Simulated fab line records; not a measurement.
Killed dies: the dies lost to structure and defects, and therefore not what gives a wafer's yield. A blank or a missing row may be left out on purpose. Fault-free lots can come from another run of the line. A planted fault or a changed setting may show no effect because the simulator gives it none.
Chamber matching :: flow n5_finfet :: N5_BEOL_M12_DESCUM_15 on rie_diel-06: 4 sister chambers
The step chemistry O2, time 7.9 s. 14 wafers are shown with their chamber, then 7 later ones without.

== WAFERS PAIRED WITH THEIR CHAMBERS ==
wafer: L453.1
chamber: 2
drypump_motor_current_A (A): 5.6
showerhead_plenum_p_Torr (Torr): 2.23
throttle_valve_pct (%): 20.19

wafer: L453.4
chamber: 3
drypump_motor_current_A (A): 6.4
showerhead_plenum_p_Torr (Torr): 1.98
throttle_valve_pct (%): 20.36

wafer: L453.6
chamber: 2
drypump_motor_current_A (A): 5.6
showerhead_plenum_p_Torr (Torr): 2.23
throttle_valve_pct (%): 20.21

wafer: L459.1
chamber: 2
drypump_motor_current_A (A): 5.6
showerhead_plenum_p_Torr (Torr): 2.23
throttle_valve_pct (%): 20.23

wafer: L459.2
chamber: 1
drypump_motor_current_A (A): 5.4
showerhead_plenum_p_Torr (Torr): 2.07
throttle_valve_pct (%): 20.16

wafer: L459.5
chamber: 3
drypump_motor_current_A (A): 6.4
showerhead_plenum_p_Torr (Torr): 1.98
throttle_valve_pct (%): 20.38

wafer: L460.2
chamber: 1
drypump_motor_current_A (A): 5.4
showerhead_plenum_p_Torr (Torr): 2.07
throttle_valve_pct (%): 20.17

wafer: L460.3
chamber: 0
drypump_motor_current_A (A): 5.0
showerhead_plenum_p_Torr (Torr): 2.17
throttle_valve_pct (%): 20.48

wafer: L460.4
chamber: 2
drypump_motor_current_A (A): 5.6
showerhead_plenum_p_Torr (Torr): 2.23
throttle_valve_pct (%): 20.23

wafer: L469.1
chamber: 2
drypump_motor_current_A (A): 5.6
showerhead_plenum_p_Torr (Torr): 2.22
throttle_valve_pct (%): 20.24

wafer: L469.2
chamber: 0
drypump_motor_current_A (A): 5.0
showerhead_plenum_p_Torr (Torr): 2.16
throttle_valve_pct (%): 20.48

wafer: L469.4
chamber: 1
drypump_motor_current_A (A): 5.4
showerhead_plenum_p_Torr (Torr): 2.07
throttle_valve_pct (%): 20.19

wafer: L470.2
chamber: 2
drypump_motor_current_A (A): 5.7
showerhead_plenum_p_Torr (Torr): 2.22
throttle_valve_pct (%): 20.26

wafer: L470.5
chamber: 0
drypump_motor_current_A (A): 5.0
showerhead_plenum_p_Torr (Torr): 2.16
throttle_valve_pct (%): 20.50

SIGNATURES, as means of the wafers listed above
reading: drypump_motor_current_A
chamber 0: 5.000
chamber 1: 5.400
chamber 2: 5.617
chamber 3: 6.400
scatter within a chamber: 0.0289

reading: showerhead_plenum_p_Torr
chamber 0: 2.1633
chamber 1: 2.0700
chamber 2: 2.2267
chamber 3: 1.9800
scatter within a chamber: 0.00447

reading: throttle_valve_pct
chamber 0: 20.4867
chamber 1: 20.1733
chamber 2: 20.2267
chamber 3: 20.3700
scatter within a chamber: 0.0197
Rule: a wafer's distance from a chamber is the root of the sum, over the readings, of the square of ((its reading less the chamber's mean) divided by the reading's scatter). The wafer belongs to the nearest chamber; if the next one is less than 2 further off, it can't be placed. The scatter is the square root of a quotient: the sum, over the shown wafers, of each reading's squared deviation from its chamber's mean, divided by wafers minus chambers.

== WAFERS MISSING THEIR CHAMBER ==
wafer: L470.6
drypump_motor_current_A (A): 5.6
showerhead_plenum_p_Torr (Torr): 2.22
throttle_valve_pct (%): 20.27

wafer: L471.3
drypump_motor_current_A (A): 6.4
showerhead_plenum_p_Torr (Torr): 2.24
throttle_valve_pct (%): 20.08

wafer: L471.4
drypump_motor_current_A (A): 5.7
showerhead_plenum_p_Torr (Torr): 2.22
throttle_valve_pct (%): 20.26

wafer: L471.5
drypump_motor_current_A (A): 6.4
showerhead_plenum_p_Torr (Torr): 2.23
throttle_valve_pct (%): 20.08

wafer: L474.1
drypump_motor_current_A (A): 5.7
showerhead_plenum_p_Torr (Torr): 2.22
throttle_valve_pct (%): 20.28

wafer: L474.2
drypump_motor_current_A (A): 5.4
showerhead_plenum_p_Torr (Torr): 2.06
throttle_valve_pct (%): 20.23

wafer: L474.5
drypump_motor_current_A (A): 5.4
showerhead_plenum_p_Torr (Torr): 2.06
throttle_valve_pct (%): 20.22

== CHAMBER TAKEN BY EACH ==
wafer: L470.6
from the rows above: 2
in truth: 2

wafer: L471.3
from the rows above: 2
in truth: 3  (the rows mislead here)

wafer: L471.4
from the rows above: 2
in truth: 2

wafer: L471.5
from the rows above: 2
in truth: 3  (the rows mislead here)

wafer: L474.1
from the rows above: 2
in truth: 2

wafer: L474.2
from the rows above: 1
in truth: 1

wafer: L474.5
from the rows above: 1
in truth: 1
Correctly placed: 5 of 7. From these rows, 0 cannot be placed. Number placed wrongly: 2.
